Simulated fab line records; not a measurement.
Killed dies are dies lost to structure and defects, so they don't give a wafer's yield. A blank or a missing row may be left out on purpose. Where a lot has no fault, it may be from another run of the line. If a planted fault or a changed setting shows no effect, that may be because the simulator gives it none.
Matching of chambers || flow n5Finfet || 3 sister chambers for N5_SDB_HM_DEP_00 on pecvd-04
The step deposits SiNx from SiH4/NH3/N2, target thk 40 nm, time 35.3 s. 16 wafers are shown with their chamber, then 8 later ones without.

## WAFERS WITH THEIR CHAMBER
{"wafer": "L076.3", "chamber": 0, "throttleValvePct (%)": 41.9, "showerheadPlenumPTorr (Torr)": 5.05, "heaterPowerW (W)": 721}
{"wafer": "L076.4", "chamber": 1, "throttleValvePct (%)": 41.7, "showerheadPlenumPTorr (Torr)": 5.09, "heaterPowerW (W)": 1037}
{"wafer": "L076.6", "chamber": 0, "throttleValvePct (%)": 41.9, "showerheadPlenumPTorr (Torr)": 5.06, "heaterPowerW (W)": 734}
{"wafer": "L081.2", "chamber": 0, "throttleValvePct (%)": 42.0, "showerheadPlenumPTorr (Torr)": 5.07, "heaterPowerW (W)": 783}
{"wafer": "L081.5", "chamber": 2, "throttleValvePct (%)": 37.9, "showerheadPlenumPTorr (Torr)": 5.15, "heaterPowerW (W)": 917}
{"wafer": "L081.6", "chamber": 0, "throttleValvePct (%)": 41.8, "showerheadPlenumPTorr (Torr)": 5.07, "heaterPowerW (W)": 793}
{"wafer": "L087.3", "chamber": 0, "throttleValvePct (%)": 41.8, "showerheadPlenumPTorr (Torr)": 5.07, "heaterPowerW (W)": 691}
{"wafer": "L087.4", "chamber": 1, "throttleValvePct (%)": 41.7, "showerheadPlenumPTorr (Torr)": 5.10, "heaterPowerW (W)": 976}
{"wafer": "L087.5", "chamber": 2, "throttleValvePct (%)": 38.3, "showerheadPlenumPTorr (Torr)": 5.15, "heaterPowerW (W)": 841}
{"wafer": "L089.1", "chamber": 2, "throttleValvePct (%)": 38.2, "showerheadPlenumPTorr (Torr)": 5.14, "heaterPowerW (W)": 978}
{"wafer": "L089.5", "chamber": 2, "throttleValvePct (%)": 38.1, "showerheadPlenumPTorr (Torr)": 5.15, "heaterPowerW (W)": 941}
{"wafer": "L089.6", "chamber": 1, "throttleValvePct (%)": 41.5, "showerheadPlenumPTorr (Torr)": 5.11, "heaterPowerW (W)": 967}
{"wafer": "L091.1", "chamber": 1, "throttleValvePct (%)": 41.8, "showerheadPlenumPTorr (Torr)": 5.11, "heaterPowerW (W)": 936}
{"wafer": "L091.2", "chamber": 0, "throttleValvePct (%)": 42.3, "showerheadPlenumPTorr (Torr)": 5.07, "heaterPowerW (W)": 768}
{"wafer": "L091.6", "chamber": 1, "throttleValvePct (%)": 41.5, "showerheadPlenumPTorr (Torr)": 5.10, "heaterPowerW (W)": 940}
{"wafer": "L092.1", "chamber": 2, "throttleValvePct (%)": 38.5, "showerheadPlenumPTorr (Torr)": 5.15, "heaterPowerW (W)": 960}

SIGNATURES (averages over the wafers above)
{"reading": "throttleValvePct", "chamber 0": 41.950, "chamber 1": 41.640, "chamber 2": 38.200, "scatter within a chamber": 0.185}
{"reading": "showerheadPlenumPTorr", "chamber 0": 5.0650, "chamber 1": 5.1020, "chamber 2": 5.1480, "scatter within a chamber": 0.00739}
{"reading": "heaterPowerW", "chamber 0": 748.33, "chamber 1": 971.20, "chamber 2": 927.40, "scatter within a chamber": 44.5}
Rule: for a wafer and a chamber, the distance is found by dividing, reading by reading, the gap between the wafer's reading and the chamber's mean by the reading's scatter, squaring, summing and taking the root. If the next closest chamber is less than 2 further off than the closest, the wafer can't be placed; otherwise it belongs to the closest. The scatter: take each reading less its chamber's mean, square it, sum over the shown wafers, divide by the number of wafers less the number of chambers, and take the root.

## WAFERS WITH NO CHAMBER GIVEN
{"wafer": "L092.3", "throttleValvePct (%)": 41.9, "showerheadPlenumPTorr (Torr)": 5.07, "heaterPowerW (W)": 768}
{"wafer": "L092.4", "throttleValvePct (%)": 41.9, "showerheadPlenumPTorr (Torr)": 5.06, "heaterPowerW (W)": 762}
{"wafer": "L093.2", "throttleValvePct (%)": 41.8, "showerheadPlenumPTorr (Torr)": 5.10, "heaterPowerW (W)": 960}
{"wafer": "L093.4", "throttleValvePct (%)": 41.6, "showerheadPlenumPTorr (Torr)": 5.11, "heaterPowerW (W)": 975}
{"wafer": "L093.5", "throttleValvePct (%)": 38.6, "showerheadPlenumPTorr (Torr)": 5.14, "heaterPowerW (W)": 978}
{"wafer": "L094.1", "throttleValvePct (%)": 38.3, "showerheadPlenumPTorr (Torr)": 5.15, "heaterPowerW (W)": 955}
{"wafer": "L094.2", "throttleValvePct (%)": 41.6, "showerheadPlenumPTorr (Torr)": 5.11, "heaterPowerW (W)": 968}
{"wafer": "L094.3", "throttleValvePct (%)": 41.7, "showerheadPlenumPTorr (Torr)": 5.06, "heaterPowerW (W)": 826}

## EACH ONE'S CHAMBER
{"wafer": "L092.3", "from the rows above": 0, "in truth": 0}
{"wafer": "L092.4", "from the rows above": 0, "in truth": 0}
{"wafer": "L093.2", "from the rows above": 1, "in truth": 1}
{"wafer": "L093.4", "from the rows above": 1, "in truth": 1}
{"wafer": "L093.5", "from the rows above": 2, "in truth": 2}
{"wafer": "L094.1", "from the rows above": 2, "in truth": 2}
{"wafer": "L094.2", "from the rows above": 1, "in truth": 1}
{"wafer": "L094.3", "from the rows above": 0, "in truth": 0}
8 of 8 placed correctly. Not placeable from these rows: 0. Wrongly placed: 0.
